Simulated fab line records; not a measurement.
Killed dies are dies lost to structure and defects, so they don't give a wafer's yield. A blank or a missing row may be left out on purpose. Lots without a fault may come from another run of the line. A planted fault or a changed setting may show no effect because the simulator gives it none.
fab line records | flow nand-harc
record lots=5 wafers=15 last-day=34
route steps=1302 shown A_BONDPAD@1216 HYBRID_BOND@1237 THIN_TSV@1244 END@1302
lots untouched by any fault: they come from a run of this same line in which no faults occurred
start-h: hours from the record's opening day to when the first of the lot's shown wafers began | wait-h: how many hours have passed since the lot's step before this one | " repeats the value in the row above | L1.1+2: a single row standing in for several wafers | - value missing, or start not given | * or withheld: withheld | < > ~ a bound
route shown NAME@n: NAME is a module with steps in the file, n the number in the route of the first one | usual: the fault-free wafers' mean and standard deviation | same: alike in all rows | chamber/n: place in a boat | sites: readings site by site | _std_site: standard deviation of those values | _edge_site: mean of outer sites minus mean of inner sites | radius-mm: how far each site lies from the wafer's centre | mask NAME#n: copy n | behind: the most recent tool/chamber to have shaped the wafer | hold: why the lot was held/for how many hours/how that ended | device: which transistor (n, p or np) failed to switch | end of line: the route-end tests of the same wafers | for a step that has no rows: nothing shown but its recipe | killed: count of dies lost to structure and defects at first sort (not the wafer's yield) | map: a wafer's dies, x killed, . not, _ none there
set.NAME: the setting as run; set.NAME@STEP: as run at that earlier step | model.NAME: the simulator's own value behind a step, which no gauge read
certain route steps with their lots: each step a table, each wafer a row
services: a tool's chamber out of use, with start hour (start-h, from the record's first day; less than 0 if before it), hours out, and reason
## steps
# step NHARC_A_BONDPAD_OVL_MEAS_35
# usual overlay-x-nm=-1/5 overlay-y-nm=1/6.3
# columns lot.wafer tool chamber start-h wait-h overlay-x-nm overlay-y-nm
L852.2 overlay-01 - 597.45 - -1 -9
L852.3 " - " " -1 -9
L852.4 " - " " -1 -9
L851.2 overlay-01 - 628.42 - -4 8
L851.5 " - " " -3 7
L851.6 " - " " -3 7
L856.2 overlay-01 - 653.73 - -1 -1
L856.3 " - " " -1 -1
L856.6 " - " " -1 -1
L860.4 overlay-01 - 677.48 - -5 -8
L860.5 " - " " -4 -8
L860.6 " - " " -4 -8
L867.3 overlay-01 - 769.02 - 2 3
L867.4 " - " " 2 3
L867.6 " - " " 2 3
# step NHARC_A_BONDPAD_HARDBAKE_10
# recipe temp-c=118 time-s=65
# step NHARC_A_BONDPAD_DESCUM_11
# recipe time-s=3 o2-flow-sccm=200 ar-flow-sccm=0 bias-power-w=0 chemistry=O2
# usual chamber-pressure-mTorr=60.00/0.054 drypump-motor-current-A=5.6/0.59 oes-product-au=1.000/0.011 rf-vpp-V=57.9/0.79 showerhead-plenum-p-Torr=1.95/0.082 throttle-valve-pct=11.310/0.0089
# same time-s=3
# columns lot.wafer tool chamber start-h wait-h chamber-pressure-mTorr drypump-motor-current-A oes-product-au rf-hours-counter-h rf-vpp-V showerhead-plenum-p-Torr throttle-valve-pct
L852.2 rie-diel-09 0 597.58 - 60.00 5.2 1.026 14 58.8 2.03 11.304
L852.3 " 2 " " 60.01 6.0 0.991 15 57.6 2.07 11.311
L852.4 " 3 " " 59.97 5.7 0.999 13 57.2 1.88 11.324
L851.2 rie-diel-07 2 628.57 - 59.93 6.5 1.006 4 58.8 1.93 11.323
L851.6 " 3 " " 60.01 5.1 1.011 - 57.4 2.05 11.310
L851.5 " 0 " " 60.02 5.1 0.998 - 57.7 1.98 11.318
L856.2 rie-diel-09 2 653.94 - 60.06 6.0 0.996 26 59.4 2.07 11.308
L856.3 " 0 " " 60.05 5.2 1.015 24 57.8 2.02 11.302
L856.6 " 3 " " 60.02 5.7 0.990 - 56.9 1.88 11.312
L860.4 rie-diel-07 0 677.60 - 60.06 5.1 0.992 0 58.2 1.98 11.328
L860.5 " 0 " " 60.00 5.1 1.004 - 57.6 1.98 11.320
L860.6 " 1 " " 59.97 5.4 0.999 - 56.6 1.86 11.327
L867.3 rie-diel-07 3 769.15 - 60.06 5.0 0.998 3 58.5 2.05 11.303
L867.4 " 1 " " 60.05 5.4 0.981 3 56.3 1.86 11.306
L867.6 " 2 " " 59.99 6.5 0.983 - 58.0 1.92 11.314
# step NHARC_A_BONDPAD_ETCH_34
# recipe target-depth-a=600 overetch-a=180 time-s=65.91 ion-energy-ev=200 n2-flow-sccm=150 h2-flow-sccm=150 ar-flow-sccm=0 rf-w=400 bias-w=150 chemistry=N2/H2
# step NHARC_A_BONDPAD_ETCH_12
# recipe target-depth-a=2200 time-s=110 chf3-flow-sccm=50 o2-flow-sccm=10 ar-flow-sccm=200 rf-w=500 bias-w=200 chemistry=CHF3/O2
# usual bias-w=200.1/0.57 chamber-pressure-mTorr=25.000/0.023 chf3-flow-sccm=50.01/0.14 drypump-motor-current-A=5.6/0.57 oes-product-au=0.944/0.023 rf-vpp-V=371.4/2.3 showerhead-plenum-p-Torr=2.45/0.096 throttle-valve-pct=20.572/0.0081
# same time-s=110
# columns lot.wafer tool chamber start-h wait-h bias-w chamber-pressure-mTorr chf3-flow-sccm drypump-motor-current-A oes-product-au rf-hours-counter-h rf-vpp-V showerhead-plenum-p-Torr throttle-valve-pct
L852.3 rie-diel-09 0 - - 200.7 24.988 49.93 5.2 0.943 14 374.9 2.54 20.563
L852.2 " 2 " " 200.0 24.996 50.00 6.0 0.917 15 373.9 2.59 20.572
L852.4 " 3 " " 199.5 24.991 50.03 5.7 0.920 13 370.5 2.37 20.569
L851.2 rie-diel-07 2 - - 199.9 24.963 50.04 6.5 0.931 4 371.2 2.42 20.577
L851.5 " 0 " " 199.2 24.985 50.08 5.1 0.921 - 372.4 2.48 20.562
L851.6 " 1 " " 199.9 24.991 49.86 5.4 0.936 - 368.8 2.34 20.587
L856.2 rie-diel-09 3 - - 199.5 24.975 49.79 5.7 0.907 23 369.2 2.36 20.566
L856.3 " 0 " " 200.9 25.011 49.96 5.2 0.939 24 374.3 2.54 20.574
L856.6 " 3 " " 199.0 24.977 49.98 5.7 0.925 - 369.6 2.36 20.574
L860.4 rie-diel-07 0 - - 199.3 25.015 50.29 5.0 0.973 0 373.3 2.48 20.584
L860.6 " 0 " " 200.6 25.020 50.36 5.1 0.967 - 371.2 2.48 20.567
L860.5 " 1 " " 200.7 24.973 50.01 5.4 0.957 - 368.0 2.34 20.558
L867.4 rie-diel-07 0 - - 200.7 24.996 49.83 5.1 0.976 3 372.2 2.48 20.561
L867.3 " 1 " " 201.0 24.997 49.89 5.4 0.968 3 366.1 2.33 20.573
L867.6 " 3 " " 199.9 25.029 50.17 5.0 0.954 - 374.2 2.56 20.575
# step NHARC_A_BONDPAD_CD_MEAS_13
# usual cd-nm=499.2/1.8
# columns lot.wafer tool chamber start-h wait-h cd-nm
L852.2 cd-sem-02 - 597.90 - 499.1
L852.3 " - " " 498.7
L852.4 " - " " 496.9
L851.2 cd-sem-02 - 628.86 - 501.8
L851.5 " - " " 500.8
L851.6 " - " " 500.7
L856.2 cd-sem-02 - 654.26 - 497.6
L856.3 " - " " 498.4
L856.6 " - " " 499.9
L860.4 cd-sem-03 - 677.97 - 498.8
L860.5 " - " " 501.7
L860.6 " - " " 499.1
L867.3 cd-sem-02 - 769.46 - 499.8
L867.4 " - " " 500.1
L867.6 " - " " 499.0
# step NHARC_A_BONDPAD_STRIP_15
# recipe o2-flow-sccm=500 ar-flow-sccm=0 bias-w=0 chemistry=O2
# step NHARC_A_BONDPAD_ETCH_24
# recipe target-depth-a=300 over-etch-frac=0.3 time-s=72.99 ion-energy-ev=150 cf4-flow-sccm=50 n2-flow-sccm=100 ar-flow-sccm=150 rf-w=300 bias-w=100 chemistry=CF4/N2
# usual bias-w=100.01/0.28 chamber-pressure-mTorr=29.997/0.027 drypump-motor-current-A=5.7/0.56 oes-product-au=1.001/0.01 rf-vpp-V=315.0/2.2 showerhead-plenum-p-Torr=2.68/0.12 throttle-valve-pct=19.794/0.0096
# same over-etch-frac=0.3 time-s=72.99
# columns lot.wafer tool chamber start-h wait-h bias-w chamber-pressure-mTorr drypump-motor-current-A oes-product-au rf-hours-counter-h rf-vpp-V showerhead-plenum-p-Torr throttle-valve-pct
L852.4 rie-diel-09 0 - - 100.16 30.010 5.2 1.013 14 317.5 2.78 19.790
L852.2 " 2 " " 100.21 30.024 6.0 0.999 15 316.7 2.83 19.792
L852.3 " 3 " " 99.92 30.015 5.7 1.007 13 313.6 2.59 19.793
L851.2 rie-diel-09 1 - - 100.12 30.001 6.3 1.008 19 312.3 2.48 19.789
L851.5 " 1 " " 100.45 29.977 6.3 1.012 - 312.6 2.48 19.770
L851.6 " 2 " " 99.89 30.027 6.0 0.998 - 317.0 2.83 19.792
L856.3 rie-diel-09 1 - - 99.75 30.047 6.3 1.012 26 311.9 2.48 19.803
L856.2 " 3 " " 100.11 30.035 5.7 0.997 23 314.0 2.58 19.792
L856.6 " 1 " " 99.86 30.025 6.3 0.997 - 310.6 2.48 19.797
L860.4 rie-diel-07 1 - - 99.63 30.021 5.4 0.986 0 311.6 2.55 19.794
L860.6 " 0 " " 100.17 30.020 5.1 1.003 - 315.5 2.71 19.790
L860.5 " 1 " " 99.97 30.011 5.4 0.996 - 311.9 2.55 19.791
L867.4 rie-diel-09 0 - - 99.62 29.989 5.2 0.991 17 316.4 2.76 19.803
L867.3 " 2 " " 100.10 29.948 6.0 0.990 15 317.6 2.82 19.787
L867.6 " 1 " " 100.45 30.008 6.4 1.002 - 311.6 2.47 19.789
# step NHARC_A_BONDPAD_STRIP_16
# recipe time-s=600 temp-c=30 chemistry=post-etch-residue-remover
# step NHARC_A_BONDPAD_DEGAS_25
# recipe temp-c=300 time-s=60
# step NHARC_A_BONDPAD_PRE_CLEAN_26
# recipe time-s=30 temp-c=280 gas=H2/He
# step NHARC_A_BONDPAD_PVD_17
# recipe target-thk-a=50 bias-v=168.6 power-w=15000 chamber-pressure-pa=0.12 time-s=8.06 substrate-temp-c=50 material=TaN
# step NHARC_A_BONDPAD_PVD_27
# recipe target-thk-a=300 chamber-pressure-pa=5 power-w=5000 substrate-temp-c=30 time-s=20.49 material=Cu
# usual throttle-valve-pct=29.5/0.81
# columns lot.wafer tool chamber start-h wait-h throttle-valve-pct
L852.4 pvd-sputter-03 - 598.75 - 29.4
L852.3 " - " " 30.2
L852.2 " - " " 29.0
L851.2 pvd-sputter-03 - 629.72 - 28.7
L851.5 " - " " 30.2
L851.6 " - " " 28.7
L856.2 pvd-sputter-03 - 655.11 - 29.8
L856.3 " - " " 28.6
L856.6 " - " " 30.2
L860.4 pvd-sputter-01 - 678.81 - 30.9
L860.5 " - " " 30.7
L860.6 " - " " 29.3
L867.4 pvd-sputter-03 - 770.31 - 29.0
L867.3 " - " " 28.6
L867.6 " - " " 28.7
# step NHARC_A_BONDPAD_ECD_18
# recipe target-thk-a=4000 bath-temp-c=25 material=Cu
# step NHARC_A_BONDPAD_ANNEAL_28
# recipe temp-c=225 time-s=90
# step NHARC_A_BONDPAD_CMP_19
# recipe t-overpolish-s=30 cu-recess-touch-s=16 target-thk-nm=169.82
# usual motor-current-A=12.0/1.5 overpolish-run-s=30.000/0.0094 retaining-ring-pressure-frac=1.000/0.0053
# same t-overpolish-s=30
# columns lot.wafer tool chamber start-h wait-h motor-current-A overpolish-run-s retaining-ring-pressure-frac
L852.3 cmp-04 1 599.61 - 13.5 30.015 0.999
L852.4 " 2 " " 12.9 29.998 0.995
L852.2 " 0 " " 9.8 30.002 0.992
L851.2 cmp-03 2 630.63 - 12.2 29.985 1.000
L851.6 " 0 " " 13.2 29.984 1.000
L851.5 " 1 " " 10.7 29.993 1.006
L856.3 cmp-04 0 655.97 - 10.0 29.991 0.989
L856.2 " 1 " " 13.8 29.997 0.998
L856.6 " 0 " " 9.6 30.003 0.989
L860.4 cmp-02 1 679.76 - 11.9 29.998 1.001
L860.6 " 2 " " 12.1 30.010 0.998
L860.5 " 3 " " 11.5 29.997 0.994
L867.4 cmp-03 0 771.17 - 12.7 30.002 1.003
L867.3 " 3 " " 15.4 29.993 1.006
L867.6 " 1 " " 10.7 29.996 1.010
# step NHARC_A_BONDPAD_SRD_21
# recipe time-s=30 temp-c=23 dry-time-s=20 spin-rpm=1500
# step NHARC_A_BONDPAD_INSPECT_23
# usual raw-defect-count=539/120
# columns lot.wafer tool chamber start-h wait-h raw-defect-count
L852.2 defect-inspect-02 - 600.13 0.0 483
L852.3 " - " " 320
L852.4 " - " " 394
L851.2 defect-inspect-02 - 631.11 0.0 435
L851.5 " - " " 441
L851.6 " - " " 488
L856.2 defect-inspect-02 - 656.52 0.0 513
L856.3 " - " " 547
L856.6 " - " " 448
L860.4 defect-inspect-01 - 680.20 0.0 649
L860.5 " - " " 772
L860.6 " - " " 955
L867.3 defect-inspect-01 - 771.70 0.0 618
L867.4 " - " " 483
L867.6 " - " " 585
# step NHARC_HYBRID_BOND_ACTIVATE_00
# recipe time-s=60 n2-flow-sccm=200 ar-flow-sccm=0 bias-power-w=0 chemistry=N2
# step NHARC_HYBRID_BOND_PRECLEAN_01
# recipe time-s=300 temp-c=23 chemistry=DIW
# step NHARC_HYBRID_BOND_SRD_02
# recipe time-s=30 temp-c=23 dry-time-s=20 spin-rpm=1500
# step NHARC_HYBRID_BOND_BOND_03
# recipe temp-c=25
# step NHARC_HYBRID_BOND_ANNEAL_04
# recipe temp-c=300 time-s=7200 ramp-up-c-per-min=5 ramp-down-c-per-min=3 idle-temp-c=100 pressure-atm=1
# step NHARC_HYBRID_BOND_OVL_MEAS_05
# usual overlay-x-nm=-2/33 overlay-y-nm=0/31
# columns lot.wafer tool chamber start-h wait-h overlay-x-nm overlay-y-nm
L852.2 overlay-02 - 606.78 0.4 -33 90
L852.3 " - " " -1 -33
L852.4 " - " " -32 33
L851.2 overlay-01 - 641.45 0.4 -6 -38
L851.5 " - " " 13 -23
L851.6 " - " " -70 -41
L856.2 overlay-01 - 666.90 0.4 -20 11
L856.3 " - " " -3 34
L860.4 overlay-02 - 689.70 0.4 26 13
L860.5 " - " " 38 -32
L860.6 " - " " 13 -14
L867.3 overlay-02 - 781.15 0.4 35 -6
L867.4 " - " " 18 -9
L867.6 " - " " 59 -37
# step NHARC_HYBRID_BOND_INSPECT_06
# recipe inspect-instrument=ir-void
# usual raw-defect-count=91/33
# columns lot.wafer tool chamber start-h wait-h raw-defect-count
L852.2 defect-inspect-01 - 606.83 0.1 51
L852.3 " - " " 35
L852.4 " - " " 34
L851.2 defect-inspect-01 - 641.50 0.1 126
L851.5 " - " " 138
L851.6 " - " " 140
L856.2 defect-inspect-01 - 666.95 0.1 107
L856.3 " - " " 83
L860.4 defect-inspect-02 - 689.76 0.1 101
L860.5 " - " " 70
L860.6 " - " " 97
L867.3 defect-inspect-01 - 781.20 0.1 85
L867.4 " - " " 103
L867.6 " - " " 97
# step NHARC_THIN_TSV_GRIND_00
# recipe target-thk-um=6
# step NHARC_THIN_TSV_CMP_01
# recipe target-thk-um=3
# usual motor-current-A=11.6/1.5 retaining-ring-pressure-frac=1.000/0.0054
# columns lot.wafer tool chamber start-h wait-h motor-current-A retaining-ring-pressure-frac
L852.3 cmp-03 1 609.42 0.7 10.3 1.001
L852.4 " 2 " " 11.6 1.003
L852.2 " 3 " " 15.7 0.997
L851.2 cmp-02 3 644.12 0.9 10.7 0.998
L851.5 " 1 " " 11.2 1.007
L851.6 " 2 " " 11.9 1.000
L856.3 cmp-03 0 668.31 0.6 12.5 1.008
L856.2 " 1 " " 10.7 1.003
L860.4 cmp-03 2 691.13 0.4 12.0 0.992
L860.6 " 2 " " 12.1 0.995
L860.5 " 3 " " 14.2 1.005
L867.3 cmp-01 1 782.58 0.6 12.1 1.005
L867.4 " 0 " " 9.9 1.002
L867.6 " 2 " " 10.2 1.001
# step NHARC_THIN_TSV_THK_MEAS_02
# recipe thk-meas-gauge=ir
# usual thk-nm=2989/190
# columns lot.wafer tool chamber start-h wait-h thk-nm
L852.2 film-metro-02 - 609.66 0.2 2980
L852.3 " - " " 2592
L852.4 " - " " 2820
L851.2 film-metro-01 - 644.34 - 2945
L851.5 " - " " 3202
L851.6 " - " " 3142
L856.2 film-metro-01 - 668.58 - 3238
L856.3 " - " " 3103
L860.4 film-metro-01 - 691.40 - 2887
L860.5 " - " " 2939
L860.6 " - " " 3050
L867.3 film-metro-01 - 782.84 - 2751
L867.4 " - " " 3127
L867.6 " - " " 3064
# step NHARC_THIN_TSV_SRD_03
# step NHARC_THIN_TSV_PRECLEAN_41
# recipe time-s=* temp-c=50 bath-age-min=0 chemistry=SC1
# step NHARC_THIN_TSV_SRD_42
# step NHARC_THIN_TSV_DEP_43
# recipe target-thk-a=13285 temp-c=withheld pressure-torr=6.5 rf-w=900 teos-flow-sccm=161.4 flow-sccm=2650 target-thk-nm=1328.5 gas=O2 material=SiO2
# step NHARC_THIN_TSV_DEHYDRATE_04
# recipe temp-c=150 time-s=120
# step NHARC_THIN_TSV_HMDS_05
# recipe time-s=30
# step NHARC_THIN_TSV_COAT_06
# recipe spin-rpm=*
# step NHARC_THIN_TSV_SOFTBAKE_07
# recipe temp-c=122 time-s=95
# step NHARC_THIN_TSV_EBR_08
# step NHARC_THIN_TSV_EXPOSE_09
# recipe na=0.55 dose-mj=30.7 mask-id=TSV
# step NHARC_THIN_TSV_PEB_10
# recipe peb-temp-c=118 peb-time-s=85
# step NHARC_END_SORT_01
# recipe temp-c=25
# usual defect-limited-yield=91.2/2.6 killed-at-array=55/17 killed-at-other=1.1/1.6 killed-at-periphery=3.8/2.5 killed-dies=60/18 killed-open=3.3/1.9 killed-short=2.5/1.7
# same gross-dies=677
# columns lot.wafer tool chamber start-h wait-h defect-limited-yield[%] killed-at-array killed-at-other killed-at-periphery killed-dies killed-open killed-short
L856.2 prober-02 0 687.67 2.8 90.7 57 1 5 63 2 4
L856.3 prober-02 0 688.48 3.1 91.1 55 3 2 60 4 3
L856.6 prober-02 0 690.90 4.0 0 667 3 7 677 3 2
# killed by level:class
L856.2 A_CHANNEL_HOLE_D2:chamber-film-flake=27 A_SLIT:chamber-film-flake=13 P_CONTACT:chamber-film-flake=3 A_STAIRCASE:chamber-film-flake=3 A_WL_FILL:geometric-particle:short=2 A_CHANNEL_HOLE_D1:chamber-film-flake=2 A_DECK1_JOINT:chamber-film-flake=2 A_WL_FILL:chamber-film-flake=2
L856.3 A_CHANNEL_HOLE_D2:chamber-film-flake=24 A_SLIT:chamber-film-flake=9 A_CHANNEL_HOLE_D1:chamber-film-flake=6 A_CONTACT:chamber-film-flake=3 A_STAIRCASE:chamber-film-flake=2 A_SGD_CUT:chamber-film-flake=2 A_M0:chamber-film-flake=2 THIN_TSV:chamber-film-flake=2
L856.6 A_BONDPAD:area-pvd=621 A_SLIT:chamber-film-flake=12 A_CHANNEL_HOLE_D2:chamber-film-flake=11 A_CONTACT:chamber-film-flake=9 A_CHANNEL_HOLE_D1:chamber-film-flake=4 P_ZERO_WELL:chamber-film-flake=3 THIN_TSV:chamber-film-flake=3 A_STAIRCASE:chamber-film-flake=2
# map L856.6 (x killed, . not)
____________x____________
_________xxxxxxx_________
_______xxxxxxxxxxx_______
______xxxxxxxxxxxxx______
_____xxxxxxxxxxxxxxx_____
____xxxxxxxxxxxxxxxxx____
____xxxxxxxxxxxxxxxxx____
___xxxxxxxxxxxxxxxxxxx___
___xxxxxxxxxxxxxxxxxxx___
__xxxxxxxxxxxxxxxxxxxxx__
__xxxxxxxxxxxxxxxxxxxxx__
_xxxxxxxxxxxxxxxxxxxxxxx_
_xxxxxxxxxxxxxxxxxxxxxxx_
_xxxxxxxxxxxxxxxxxxxxxxx_
_xxxxxxxxxxxxxxxxxxxxxxx_
_xxxxxxxxxxxxxxxxxxxxxxx_
xxxxxxxxxxxxxxxxxxxxxxxxx
xxxxxxxxxxxxxxxxxxxxxxxxx
xxxxxxxxxxxxxxxxxxxxxxxxx
xxxxxxxxxxxxxxxxxxxxxxxxx
xxxxxxxxxxxxxxxxxxxxxxxxx
_xxxxxxxxxxxxxxxxxxxxxxx_
_xxxxxxxxxxxxxxxxxxxxxxx_
_xxxxxxxxxxxxxxxxxxxxxxx_
_xxxxxxxxxxxxxxxxxxxxxxx_
_xxxxxxxxxxxxxxxxxxxxxxx_
__xxxxxxxxxxxxxxxxxxxxx__
__xxxxxxxxxxxxxxxxxxxxx__
___xxxxxxxxxxxxxxxxxxx___
___xxxxxxxxxxxxxxxxxxx___
____xxxxxxxxxxxxxxxxx____
____xxxxxxxxxxxxxxxxx____
_____xxxxxxxxxxxxxxx_____
______xxxxxxxxxxxxx______
_______xxxxxxxxxxx_______
_________xxxxxxx_________
____________x____________
# map L851.5 (x killed, . not)
____________.____________
_________......._________
_______..........._______
______.............______
_____..............._____
____.................____
____.................____
___....x.........x....___
___..................x___
__.....................__
__xx...................__
_xx....................._
_x......................_
_x..........x..........._
_......................._
_..x...........x........_
.........................
.........................
..............x..........
..............x..........
............x............
_..x.x.xx.......xx......_
_.x.xx..........xxxx...._
_..xx.......x..xxxxx...._
_.x.xxx......xxxxxxx..x._
_.xx..x..x....x.xxxx...._
__xxx.x........xxxxx.x.__
__.x.xxx.......xxxxx.x.__
___x..x.......xxx.x...___
___.x.x.....x...x..x..___
____.................____
____x.x..............____
_____.........x....x_____
______.............______
_______..........._______
_________..xx..._________
____________x____________
## services
# columns tool chamber start-h hours kind
cmp-04 - 584.85 8.8 repair
rie-diel-07 2 594.18 2.5 repair
cmp-04 - 601.06 4.0 pm
cmp-02 - 612.66 14.0 repair
rie-diel-09 - 620.17 1.2 repair
rie-diel-07 1 628.97 2.6 repair
rie-diel-07 - 648.37 9.0 pm
cmp-02 - 652.32 1.5 repair
cmp-03 - 652.33 4.0 pm
cmp-02 - 654.74 9.5 repair
cmp-02 - 672.26 2.2 repair
rie-diel-09 - 674.14 9.0 pm
rie-diel-07 2 683.62 6.8 repair
cmp-04 - 699.21 4.0 pm
cmp-02 - 701.84 1.1 repair
pvd-sputter-03 - 706.59 10.0 pm
pvd-sputter-03 - 717.21 0.5 repair
rie-diel-09 3 725.36 9.6 repair
rie-diel-07 2 739.02 7.1 repair
rie-diel-07 0 747.07 9.9 repair
rie-diel-07 3 747.47 15.9 repair
cmp-03 - 750.33 4.0 pm
pvd-sputter-03 - 768.60 1.1 repair
cmp-03 - 780.02 0.9 repair
## key
first-sign step=NHARC_END_SORT_01 reading=killed-at-array direction=up sigmas=35 usual=55 struck=667
effect step=NHARC_END_SORT_01 reading=defect-limited-yield direction=down sigmas=35 usual=91.2 struck=0
more-kills-born-at NHARC_A_BONDPAD_PVD_27@pvd-sputter-03=621
met-at NHARC_A_BONDPAD_PVD_27
struck-wafers L856.6
later-rows-left-out L856.6
onset-between 629.72 655.11
fault kind=process-parameter-drift tool=pvd-sputter-03 chamber=- onset-h=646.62 steps=NHARC_A_BONDPAD_PVD_27 channel=target-thk-a offset=* shape=step end-h=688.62 scope=struck-wafers-only acts-in=* stated=*
# later-rows-left-out: the simulator's readings of these wafers behind a module that went badly wrong aren't trusted and aren't shown, but for the sort
